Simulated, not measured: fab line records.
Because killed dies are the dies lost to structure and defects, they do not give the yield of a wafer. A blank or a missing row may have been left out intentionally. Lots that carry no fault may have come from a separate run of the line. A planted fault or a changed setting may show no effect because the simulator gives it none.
Problem report in the 8D (eight disciplines) form, filled by code -- flow nand_harc -- the parts of the form that need people (team, actions taken, sign-off) are left out

## 1. THE ISSUE
At NHARC_A_ONON_D2_THK_MEAS_11, thk_nm averages 382 nm over 6 wafers from 2 lots, while fault-free wafers read 1001 nm, standard deviation 7.9. That puts it -78 standard deviations away from the usual mean.
The step: measures by ellipsometry.
First observed at day 13 12:34: wafer L578.1, on film_metro-02. The record has a number at this step for 42 wafers belonging to 14 lots. The rule behind "out" and "out of limits": a value lying over 4 standard deviations away from the usual mean. The other wafers with a number count as sound.

## 2. WHAT IT IS, WHAT IT ISN'T
question,is,is not
which readings at this step,thk_nm,-
which lots,"L578, L579","L576, L581, L588, L589, L590, L592, L594, L595, L596, L597, L598, L599"
which wafers of those lots,all that have a number,-
read on which gauges,"film_metro-01, film_metro-02",-
when,from day 13 12:34,"up to then (3 sound wafers); but 33 sound wafers of L581, L588, L589, L590, L592, L594, L595, L596, L597, L598, L599 came after"

## 3. SUSPECTS, AND WHAT RULES EACH OUT
Counting: a tool at any process step up to the reading remains a suspect when it ran all the lots that are out and ran no sound lot after the first of those.
- ruled out: the gauge at NHARC_A_ONON_D2_THK_MEAS_11. Those wafers that are out were read across 2 gauges (film_metro-01, film_metro-02).
- rie_diel-10 at NHARC_A_CHANNEL_FILL_D1_STRIP_29 (strips in O2, time 20 s): ruled out as a lasting fault. Sound lots L581, L588 ran on it after its first lot that is out, L578 (day 13 12:04). Because NHARC_A_CHANNEL_FILL_D1_STRIP_29 lacks a start for some lots, the hours and order of its lots are taken from NHARC_A_ONON_D2_DEP_09.
- pecvd_onon-01 at NHARC_A_ONON_D2_DEP_09 (target thk 1000 nm): ruled out as a lasting fault. Sound lots L589, L592 ran on it after its first lot that is out, L578 (day 13 12:04).
Left after counting: nothing in the record.

## 4. THE CAUSE (what the simulator had put in)
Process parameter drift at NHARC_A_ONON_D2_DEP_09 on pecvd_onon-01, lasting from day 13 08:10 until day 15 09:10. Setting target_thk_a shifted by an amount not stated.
It was ruled out by counting, in error; the rule expects a fault to strike all lots run on its tool from its start on, and this fault did not.

## 5. THE EFFECT CHAIN, in route order
Rows list readings where the struck wafers' mean (over those with a number) sits beyond 3 standard deviations from the usual. Only readings whose record carries a usual standard deviation are examined. hours: median over the lots of the time between each lot's start at the first step of this table that gives one and its start at this step. sigmas: the change, counted in usual standard deviations.
hours,step,reading,usual,on struck wafers,change,sigmas
0,NHARC_A_ONON_D2_THK_MEAS_11,thk_nm,1001 nm,382,-619,-78
277,NHARC_END_SORT_01,killed_at_array,64,674,+610,+31
277,NHARC_END_SORT_01,killed_dies,68,677,+609,+30

## 6. HOW IT WOULD HAVE BEEN CAUGHT EARLIER
The first out-of-limits reading at a measuring or inspecting step in this record came at day 13 12:34, 4 hours after the fault's start at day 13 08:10.
